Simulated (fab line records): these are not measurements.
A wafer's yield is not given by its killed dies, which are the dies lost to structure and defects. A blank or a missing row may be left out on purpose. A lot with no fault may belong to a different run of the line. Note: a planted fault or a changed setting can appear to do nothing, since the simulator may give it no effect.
A lot that was struck, set against a sound lot / flow n5Finfet / 15 out of 1938 route steps
Sound: the wafers L895.2, L895.4, L895.5. Struck: wafers L901.1, L901.4, L901.5. Last of all comes the cause.
Each step with rows lists, per side, the tool, then ch with its chambers, then its first start. Under that, the readings that differ: sound wafers / struck wafers / difference of the means / sigmas: that difference in standard deviations of wafers without a fault.
alike: words and numbers the same on both sides, and readings whose means are apart by under 2 such deviations; not compared: readings that were withheld, readings missing a value for some wafer, numbers with overlapping values and no deviation given by the record, and bounds like >300 which may hide the same value.
The two part at a step that has a row with sigmas, a row that says differs or no value, or rows on one side only. When numbers do not overlap yet have no deviation, they are printed without sigmas and do not part them. Lack of a reading on every wafer of one side parts them only where that side has two or more wafers.

first, 3 steps without rows for these wafers: N5_BEOL_M0_SAQP_RECESS_104 (chemistry HF/NH3, target SiO2, target depth 18 nm, afs cycles 3, sublimation time 60 s); N5_BEOL_M0_SAQP_COAT_105 (time 60 s, resist thk 100 nm); N5_BEOL_M0_SAQP_ETCH_106 (etches SOC in N2/H2, stops on SiNx, target depth 150 nm).
N5_BEOL_M0_SAQP_ETCH_107: etches SiNx in CH3F/O2, target depth 30 nm.
  sound on rieDiel-06 ch 0,1,2, day 7 15:48; struck on rieDiel-06 ch 0,3, day 9 06:01
  alike: chamberPressureMTorr, drypumpMotorCurrentA, oesProductAu, rfFwdPowerW, rfVppV, showerheadPlenumPTorr, throttleValvePct
  not compared: rfHoursCounterH
N5_BEOL_M0_SAQP_STRIP_108: strips in N2/H2.
  sound on rieDiel-06 ch 0,1,2, day 7 15:50; struck on rieDiel-06 ch 0,3, day 9 06:04
  alike: chamberPressureMTorr, drypumpMotorCurrentA, oesProductAu, rfFwdPowerW, rfVppV, showerheadPlenumPTorr, throttleValvePct
  not compared: rfHoursCounterH
then, 1 step without rows for these wafers: N5_BEOL_M0_SAQP_RECESS_109 (chemistry HF/NH3, target SiO2, target depth 3 nm, afs cycles 1, sublimation time 60 s).
N5_BEOL_M0_SAQP_SPACER2_ALD_26: deposits SiO2, target thk 15 nm, pulse time 1 s, purge time 2 s.
  sound on aldSin-03 ch 0,2,3, day 7 16:03; struck on aldSin-04 ch 1,2, day 9 06:25
  alike: heaterPowerW, precursorPulseHeightRel
  not compared: sinceWetCleanH
N5_BEOL_M0_SAQP_SPACER2_ETCHBACK_27: etches SiO2 in CHF3/O2, target depth 22.5 nm, time 11.25 s.
  sound on rieDiel-04 ch 2,3, day 7 16:36; struck on rieDiel-04 ch 1,2,3, day 9 06:57
  alike: chamberPressureMTorr, drypumpMotorCurrentA, oesProductAu, rfFwdPowerW, rfVppV, showerheadPlenumPTorr, throttleValvePct
  not compared: rfHoursCounterH
N5_BEOL_M0_SAQP_MANDREL2_REMOVE_110: chemistry HBr/Cl2/O2, target a-Si, stops on SiCN, bt time 10 s.
  sound on rieSi-01 ch 1,2,3, day 7 16:41; struck on rieSi-01 ch 0,1,3, day 9 07:02
  alike: chamberPressureMTorr, drypumpMotorCurrentA, heBacksideLeakSccm, oesProductAu, rfFwdPowerW, throttleValvePct
  not compared: rfHoursCounterH
N5_BEOL_M0_SAQP_CD_MEAS_29 targets a cd of 14.4 nm.
  sound on cdSem-02 ch 0, day 7 16:48; struck on cdSem-01 ch 0, day 9 07:09
  alike: cdNm
then, 2 steps without rows for these wafers: N5_BEOL_M0_SAQP_COAT_69 (time 60 s, resist thk 90 nm); N5_BEOL_M0_SAQP_COAT_72 (time 60 s, resist thk 15 nm).
N5_BEOL_M0_SAQP_COAT_87: time 60 s, resist thk 5 nm.
  sound on lithoTrack-03 ch 0, day 7 16:50; struck on lithoTrack-03 ch 0, day 9 07:11
reading=heaterPowerTotalW (W); sound=392.2 391.1 392.8; struck=410.8 410.1 407.5; difference=+17.4; sigmas=+13
reading=plateTempC (C); sound=204.92 204.96 205.15; struck=212.07 212.02 212.20; difference=+7.09; sigmas=+44
  alike: exhaustPa, resistLineTempC
then, 1 step without rows for these wafers: N5_BEOL_M0_SAQP_COAT_34 (resist thk 30 nm).
-- record jumps: 2 days separate the struck wafers' starts on either side; left off in module BEOL_M0_SAQP, taken up again in module BEOL_M4, whose first shown step is the route's number 1111 --
N5_BEOL_M4_RC_MEAS_101:
  sound on prober-01 ch 0, day 9 20:46; struck on prober-01 ch 0, day 11 07:37
  alike: DIBL_N, DIBL_P, IOFF_N, IOFF_P, ION_N, ION_P, SS_N, SS_P, VT_N, VT_P

WHERE THEY PART
At N5_BEOL_M0_SAQP_COAT_87 and nowhere else, as far as this record goes. Later steps at which nothing parts them and some readings are alike: N5_BEOL_M4_RC_MEAS_101.

WHY: what had been put in by the simulator
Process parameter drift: lithoTrack-03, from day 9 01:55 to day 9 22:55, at N5_BEOL_M0_SAQP_COAT_87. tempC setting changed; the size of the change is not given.
